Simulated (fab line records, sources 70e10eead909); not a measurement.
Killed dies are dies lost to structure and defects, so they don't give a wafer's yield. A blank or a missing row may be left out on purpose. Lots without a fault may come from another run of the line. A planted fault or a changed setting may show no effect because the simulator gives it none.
fab line records | flow nand_harc
record lots=12 wafers=36 last_day=34
route steps=1302 shown A_STAIRCASE@788 A_SGD_CUT@901 END@1302
lots that met no fault: from a run of the same line without faults
start_h: hours from the record's first day to the start of the lot's first wafer shown | wait_h: hours since the lot's step before | " the same as in the row above | L1.1+2: a row that stands for several wafers | - no value, or no start given | * or withheld: withheld | < > ~ a bound
route shown NAME@n: a module of which the file shows steps, and the number in the route of the first | usual: mean/standard deviation of fault-free wafers | same: alike in all rows | chamber/n: place in a boat | sites: the reading at each site | _std_site: their standard deviation | _edge_site: outer sites' mean less inner sites' | radius_mm: how far each site lies from the wafer's centre | mask NAME#n: copy n | behind: the tool/chamber that last shaped the wafer | hold: why the lot was held/for how many hours/how that ended | device: the transistor (n, p or np) that didn't switch | end of line: the same wafers' tests at the end of the route | a step without rows: its recipe alone | killed: dies lost to structure and defects at the first sort, not the wafer's yield | map: a wafer's dies, x killed, . not, _ none there
set.NAME: the setting as run; set.NAME@STEP: as run at that earlier step | model.NAME: the simulator's own value behind a step, which no gauge read
steps of the route over a sample of lots; a table a step, a row a wafer
services: from which hour (start_h, from the record's first day; less than 0 if before it) a tool's chamber was out of use, for how many hours, and why
## steps
# step NHARC_A_STAIRCASE_ETCH_451
# recipe target_depth_a=300 overetch_a=30 time_s=16.5 ion_energy_ev=100 cf4_flow_sccm=80 o2_flow_sccm=20 ar_flow_sccm=0 rf_w=300 bias_w=100 chemistry=CF4/O2
# usual bias_w=99.95/0.27 cf4_flow_sccm=79.98/0.25 drypump_motor_current_A=5.8/0.43 oes_product_au=1.001/0.0081 rf_vpp_V=198.2/1.7 showerhead_plenum_p_Torr=1.35/0.069 throttle_valve_pct=13.397/0.0083
# columns lot.wafer tool chamber start_h wait_h bias_w cf4_flow_sccm drypump_motor_current_A oes_product_au rf_hours_counter_h rf_vpp_V showerhead_plenum_p_Torr throttle_valve_pct
L542.3 rie_diel-13 2 387.62 - 100.23 80.22 6.2 1.000 12 199.1 1.38 13.373
L542.2 " 1 " " 100.02 79.86 5.6 0.997 13 196.9 1.29 13.397
L542.6 " 3 " " 99.93 80.12 6.2 0.999 - 199.2 1.38 13.401
L544.3 rie_diel-01 0 395.04 - 99.52 80.14 5.3 0.990 1 200.9 1.43 13.400
L544.2 " 1 " " 100.29 79.60 5.6 0.996 1 194.3 1.25 13.390
L544.4 " 2 " " 100.23 79.82 5.8 0.990 1 199.6 1.41 13.392
L545.4 rie_diel-01 3 396.89 - 99.86 80.29 6.6 1.006 3 196.2 1.28 13.401
L545.6 " 2 " " 99.48 80.23 5.8 1.010 - 199.1 1.41 13.408
L545.5 " 3 " " 100.28 79.97 6.5 1.010 - 196.8 1.29 13.390
L547.1 rie_diel-13 3 418.08 - 100.16 79.55 6.3 1.001 21 198.8 1.38 13.392
L547.3 " 0 " " 100.44 79.71 5.4 1.001 29 199.9 1.44 13.394
L547.4 " 1 " " 100.02 80.16 5.6 1.004 25 197.6 1.29 13.400
L550.1 rie_diel-13 1 445.17 - 99.74 80.20 5.6 1.004 33 196.9 1.29 13.395
L550.2 " 2 " " 99.85 79.47 6.2 1.005 31 198.4 1.37 13.396
L550.5 " 0 " " 100.40 79.72 5.4 0.999 - 199.1 1.44 13.394
L551.2 rie_diel-01 1 454.19 - 100.38 80.26 5.6 0.989 20 196.4 1.24 13.400
L551.4 " 2 " " 99.96 79.86 5.7 0.998 19 199.9 1.41 13.391
L551.5 " 1 " " 100.23 80.56 5.6 0.994 - 196.2 1.24 13.388
L552.2 rie_diel-01 3 475.37 - 99.58 79.80 6.6 0.995 26 197.2 1.28 13.391
L552.4 " 2 " " 99.72 79.90 5.8 0.991 26 200.3 1.41 13.391
L552.6 " 0 " " 99.79 79.86 5.4 0.997 - 200.6 1.43 13.401
L555.3 rie_diel-13 0 495.03 - 99.93 80.21 5.4 1.002 56 199.9 1.43 13.391
L555.4 " 1 " " 100.07 79.66 5.6 0.993 49 196.3 1.28 13.409
L555.6 " 3 " " 100.19 79.86 6.3 0.995 - 199.1 1.37 13.398
L561.4 rie_diel-13 0 560.20 - 100.05 80.06 5.4 0.998 13 201.0 1.43 13.395
L561.6 " 3 " " 99.85 79.79 6.2 1.002 - 198.2 1.37 13.379
L561.5 " 0 " " 100.52 80.11 5.4 1.002 - 199.4 1.43 13.382
L560.4 rie_diel-13 2 565.87 - 99.62 80.01 6.2 0.992 15 196.7 1.36 13.401
L560.6 " 0 " " 100.19 79.89 5.4 0.998 - 198.6 1.43 13.406
L560.5 " 1 " " 100.30 79.92 5.6 0.992 - 197.4 1.28 13.391
L562.4 rie_diel-13 3 583.01 - 100.15 80.11 6.3 1.007 10 197.9 1.37 13.409
L562.1 " 0 " " 100.24 80.66 5.4 1.010 20 198.8 1.43 13.405
L562.2 " 1 " " 100.21 79.96 5.6 1.001 21 197.8 1.28 13.403
L565.1 rie_diel-01 0 609.99 - 100.10 79.80 5.4 0.989 11 200.1 1.42 13.393
L565.2 " 2 " " 100.21 79.58 5.8 0.994 12 198.3 1.40 13.390
L565.5 " 3 " " 100.04 79.72 6.6 0.993 - 198.0 1.27 13.398
# step NHARC_A_STAIRCASE_STRIP_446
# recipe power_w=1500 temp_c=250 chemistry=O2
# usual drypump_motor_current_A=5.8/0.34 heater_power_w=338/41
# columns lot.wafer tool chamber start_h wait_h drypump_motor_current_A heater_power_w rf_hours_counter_h
L542.2 plasma_asher-01 0 449.25 0.0 5.4 302 21
L542.3 " 0 " " 5.4 300 -
L542.6 " 1 " " 5.8 318 -
L544.2 plasma_asher-01 0 455.00 0.0 5.4 295 21
L544.3 " 0 " " 5.4 298 -
L544.4 " 1 " " 5.8 325 -
L545.4 plasma_asher-02 0 455.42 0.2 6.3 409 -
L545.5 " 0 " " 6.3 422 -
L545.6 " 1 " " 5.9 350 -
L547.1 plasma_asher-01 0 471.11 0.0 5.4 296 25
L547.4 " 0 " " 5.4 293 -
L547.3 " 1 " " 5.7 324 -
L550.1 plasma_asher-01 1 512.65 0.0 5.8 318 31
L550.2 " 0 " " 5.4 294 31
L550.5 " 0 " " 5.4 300 -
L551.2 plasma_asher-01 0 513.22 0.4 5.4 308 32
L551.4 " 0 " " 5.3 303 -
L551.5 " 0 " " 5.4 309 -
L552.2 plasma_asher-02 1 542.60 0.1 5.9 340 24
L552.4 " 0 " " 6.3 415 -
L552.6 " 1 " " 5.9 344 -
L555.3 plasma_asher-01 1 551.97 0.1 5.8 305 -
L555.4 " 0 " " 5.4 300 -
L555.6 " 1 " " 5.8 308 -
L561.4 plasma_asher-02 0 618.76 0.2 6.3 405 -
L561.6 " 1 " " 5.9 368 -
L561.5 " 0 " " 6.3 414 -
L560.4 plasma_asher-01 0 624.42 0.2 5.4 290 -
L560.5 " 1 " " 5.8 307 -
L560.6 " 0 " " 5.4 305 -
L565.1 plasma_asher-01 0 664.83 0.0 5.4 302 26
L565.2 " 1 " " 5.8 309 26
L565.5 " 0 " " 5.4 292 -
L562.1 plasma_asher-02 1 665.31 0.0 5.9 365 10
L562.2 " 0 " " 6.3 395 10
L562.4 " 0 " " 6.3 404 -
# step NHARC_A_SGD_CUT_CD_MEAS_09
# recipe target_cd_nm=100 landing_energy_ev=500
# usual cd_nm=100.1/0.39
# columns lot.wafer tool chamber start_h wait_h cd_nm
L542.2 cd_sem-01 0 455.17 - 99.4
L542.3 " 0 " " 100.4
L542.6 " 0 " " 99.7
L544.2 cd_sem-02 0 458.58 - 100.3
L544.3 " 0 " " 100.3
L544.4 " 0 " " 99.9
L545.4 cd_sem-03 0 458.99 - 100.2
L545.5 " 0 " " 99.7
L545.6 " 0 " " 100.7
L547.1 cd_sem-03 0 475.08 - 100.1
L547.3 " 0 " " 100.3
L547.4 " 0 " " 100.4
L550.1 cd_sem-02 0 515.90 - 99.7
L550.2 " 0 " " 100.5
L550.5 " 0 " " 99.8
L551.2 cd_sem-03 0 516.60 - 99.4
L551.4 " 0 " " 99.4
L551.5 " 0 " " 99.3
L552.2 cd_sem-03 0 546.06 - 100.1
L552.4 " 0 " " 100.3
L552.6 " 0 " " 100.0
L555.3 cd_sem-03 0 555.15 - 100.4
L555.4 " 0 " " 100.2
L555.6 " 0 " " 100.5
L561.4 cd_sem-03 0 621.88 - 100.3
L561.5 " 0 " " 100.2
L561.6 " 0 " " 100.0
L560.4 cd_sem-01 0 627.54 - 99.5
L560.5 " 0 " " 99.9
L560.6 " 0 " " 99.6
L565.1 cd_sem-02 0 668.88 - 100.1
L565.2 " 0 " " 99.9
L565.5 " 0 " " 100.3
L562.1 cd_sem-02 0 669.59 - 99.9
L562.2 " 0 " " 100.4
L562.4 " 0 " " 99.7
# step NHARC_A_SGD_CUT_DESCUM_14
# recipe time_s=3 o2_flow_sccm=200 ar_flow_sccm=0 bias_power_w=0 chemistry=O2
# usual drypump_motor_current_A=5.8/0.41 oes_product_au=0.998/0.0081 rf_vpp_V=57.8/0.84 showerhead_plenum_p_Torr=1.87/0.054 throttle_valve_pct=11.311/0.0088
# columns lot.wafer tool chamber start_h wait_h hold drypump_motor_current_A oes_product_au rf_hours_counter_h rf_vpp_V showerhead_plenum_p_Torr throttle_valve_pct
L542.3 rie_diel-09 0 455.37 0.1 - 5.5 0.993 9 57.7 1.92 11.306
L542.2 " 1 " " - 6.2 1.001 9 57.2 1.95 11.322
L542.6 " 3 " " - 5.7 0.991 - 57.3 1.81 11.325
L544.2 rie_diel-02 2 458.77 0.1 - 6.0 1.009 3 58.0 1.84 11.312
L544.4 " 3 " " - 6.2 1.006 3 57.8 1.81 11.307
L544.3 " 0 " " - 5.5 1.002 3 56.0 1.88 11.318
L545.4 rie_diel-09 1 459.19 0.1 - 6.3 1.005 10 58.5 1.95 11.311
L545.6 " 2 " " - 6.3 0.995 - 59.4 1.81 11.310
L545.5 " 3 " " - 5.7 1.001 - 57.3 1.81 11.317
L547.3 rie_diel-02 2 475.27 0.1 - 6.1 0.993 5 57.8 1.84 11.298
L547.1 " 3 " " - 6.2 0.991 5 57.5 1.81 11.303
L547.4 " 0 " " - 5.5 0.993 4 57.7 1.88 11.297
L550.2 rie_diel-09 2 516.09 0.1 - 6.3 0.993 1 57.2 1.81 11.318
L550.1 " 3 " " - 5.7 0.993 1 57.1 1.81 11.314
L550.5 " 3 " " - 5.7 0.999 - 57.0 1.81 11.310
L551.2 rie_diel-02 0 521.04 4.1 await_dispo/4.1h/release 5.5 0.992 7 59.2 1.88 11.321
L551.4 " 2 " " await_dispo/4.1h/release 6.1 1.008 7 58.2 1.84 11.308
L551.5 " 0 " " await_dispo/4.1h/release 5.5 0.998 - 59.2 1.88 11.307
L552.2 rie_diel-09 0 549.03 2.7 await_dispo/2.6h/release 5.5 1.000 4 57.6 1.92 11.317
L552.4 " 1 " " await_dispo/2.6h/release 6.2 1.006 4 57.4 1.95 11.301
L552.6 " 3 " " await_dispo/2.6h/release 5.7 1.018 - 56.8 1.81 11.314
L555.3 rie_diel-02 3 555.35 0.1 - 6.2 1.005 9 58.8 1.81 11.327
L555.4 " 0 " " - 5.5 0.996 9 56.4 1.88 11.298
L555.6 " 2 " " - 6.1 1.011 - 58.0 1.84 11.311
L561.4 rie_diel-02 1 622.08 0.1 - 5.2 0.991 1 57.8 1.96 11.312
L561.5 " 3 " " - 6.2 0.998 - 57.5 1.81 11.312
L561.6 " 0 " " - 5.5 0.990 - 57.1 1.88 11.312
L560.4 rie_diel-07 2 627.74 0.1 - 5.4 0.991 8 58.9 1.93 11.321
L560.5 " 3 " " - 5.3 0.985 - 56.0 1.85 11.305
L560.6 " 0 " " - 5.7 0.997 - 57.8 1.88 11.309
L565.2 rie_diel-02 1 669.07 0.1 - 5.2 1.000 3 59.1 1.96 11.317
L565.1 " 3 " " - 6.2 0.997 4 57.4 1.81 11.328
L565.5 " 0 " " - 5.5 0.991 - 57.3 1.88 11.312
L562.4 rie_diel-07 2 669.78 0.1 - 5.4 0.994 0 58.3 1.93 11.313
L562.1 " 0 " " - 5.7 0.997 0 58.1 1.88 11.305
L562.2 " 1 " " - 6.5 0.975 0 57.5 1.89 11.301
# step NHARC_END_SORT_01
# recipe temp_c=25
# usual killed_at_array=58/20 killed_at_other=0.9/1.4 killed_at_periphery=4/3.1 killed_dies=63/20 killed_open=3.3/1.8 killed_short=2.4/1.5
# same gross_dies=677
# columns lot.wafer tool chamber start_h wait_h killed_at_array killed_at_other killed_at_periphery killed_dies killed_open killed_short
L551.2 prober-01 0 663.27 2.8 153 0 10 163 2 0
L551.4 prober-01 0 664.87 3.4 111 0 4 115 5 3
L551.5 prober-01 0 665.66 3.7 147 0 14 161 3 3
L552.2 prober-01 0 697.63 2.8 125 0 1 126 5 5
L552.4 prober-01 0 699.21 3.4 106 1 4 111 2 0
L552.6 prober-01 0 700.79 3.9 142 3 2 147 4 1
# killed by level:class
L551.2 A_STAIRCASE:unspecified=64 A_CHANNEL_HOLE_D1:chamber_film_flake=35 A_SLIT:chamber_film_flake=35 A_CHANNEL_HOLE_D2:chamber_film_flake=8 P_CONTACT:chamber_film_flake=5 A_WL_FILL:chamber_film_flake=3 A_CONTACT:chamber_film_flake=3 P_STI:chamber_film_flake=2
L551.4 A_STAIRCASE:unspecified=41 A_CHANNEL_HOLE_D1:chamber_film_flake=37 A_CHANNEL_HOLE_D2:chamber_film_flake=18 A_SLIT:chamber_film_flake=3 P_CONTACT:chamber_film_flake=2 A_STAIRCASE:chamber_film_flake=2 A_CONTACT:chamber_film_flake=2 P_STI:geometric_particle:open=1
L551.5 A_STAIRCASE:unspecified=64 A_SLIT:chamber_film_flake=35 A_CHANNEL_HOLE_D1:chamber_film_flake=29 P_CONTACT:chamber_film_flake=8 A_CHANNEL_HOLE_D2:chamber_film_flake=8 A_CONTACT:chamber_film_flake=4 A_SOURCE_PLATE:geometric_particle:open=2 P_STI:chamber_film_flake=2
L552.2 A_STAIRCASE:unspecified=55 A_CHANNEL_HOLE_D1:chamber_film_flake=33 A_SLIT:chamber_film_flake=18 A_CONTACT:chamber_film_flake=5 A_CHANNEL_FILL_D1:geometric_particle:open=2 A_STAIRCASE:chamber_film_flake=2 A_SOURCE_PLATE:geometric_particle:open=1 A_SOURCE_PLATE:geometric_particle:short=1
L552.4 A_STAIRCASE:unspecified=38 A_SLIT:chamber_film_flake=34 A_CHANNEL_HOLE_D1:chamber_film_flake=23 A_CONTACT:chamber_film_flake=4 P_BONDPAD:chamber_film_flake=3 A_STAIRCASE:chamber_film_flake=3 A_ONON_D1:geometric_particle:open=1 A_CONTACT:geometric_particle:open=1
L552.6 A_STAIRCASE:unspecified=69 A_CHANNEL_HOLE_D1:chamber_film_flake=34 A_SLIT:chamber_film_flake=23 A_CONTACT:chamber_film_flake=8 THIN_TSV:chamber_film_flake=2 A_STAIRCASE:chamber_film_flake=2 A_WL_FILL:chamber_film_flake=2 P_M0:geometric_particle:open=1
## services
# columns tool chamber start_h hours kind
rie_diel-01 - 382.39 9.0 pm
rie_diel-13 1 384.78 2.4 repair
plasma_asher-02 - 393.12 1.4 repair
rie_diel-02 - 393.70 9.0 pm
plasma_asher-02 - 426.12 9.0 pm
rie_diel-09 2 465.29 9.3 repair
rie_diel-01 3 481.29 5.7 repair
rie_diel-02 2 488.45 3.1 repair
plasma_asher-02 - 491.92 1.8 repair
rie_diel-09 - 494.80 1.2 repair
rie_diel-09 - 497.49 9.0 pm
rie_diel-13 - 519.00 9.0 pm
plasma_asher-01 - 519.30 9.0 pm
rie_diel-13 3 528.26 14.9 repair
rie_diel-01 - 559.39 9.0 pm
rie_diel-09 0 564.28 19.4 repair
rie_diel-02 - 570.70 9.0 pm
rie_diel-02 1 581.32 17.0 repair
plasma_asher-02 - 603.13 9.0 pm
rie_diel-01 - 608.42 0.3 repair
rie_diel-02 2 630.46 98.1 repair
rie_diel-09 1 632.50 1.7 repair
rie_diel-01 0 647.59 3.6 repair
rie_diel-01 - 668.54 0.6 repair
## key
first_sign step=NHARC_END_SORT_01 reading=killed_at_array direction=up sigmas=3.7 usual=58 struck=131 wafers_moved=5
effect step=NHARC_END_SORT_01 reading=killed_dies direction=up sigmas=3.7 usual=63 struck=137 wafers_moved=5
more_kills_born_at NHARC_A_STAIRCASE_ETCH_451@rie_diel-01=328
met_at NHARC_A_STAIRCASE_ETCH_451
struck_lots L551,L552
tester_left_out L551,L552
not_acting_at NHARC_A_STAIRCASE_STRIP_446,NHARC_A_SGD_CUT_CD_MEAS_09
onset_between 396.89 454.19
fault kind=chamber_particle_source tool=rie_diel-01 chamber=- onset_h=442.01 steps=NHARC_A_STAIRCASE_ETCH_451 rate_per_visit_cm2=0.42893 end_h=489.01
# tester_left_out: of these lots the tester's yield and bins aren't shown, on N5 and GAA mostly nor the transistor test; their killed dies are dies lost to structure and defects alone, not to doping, threshold or leakage, so they don't give the yield
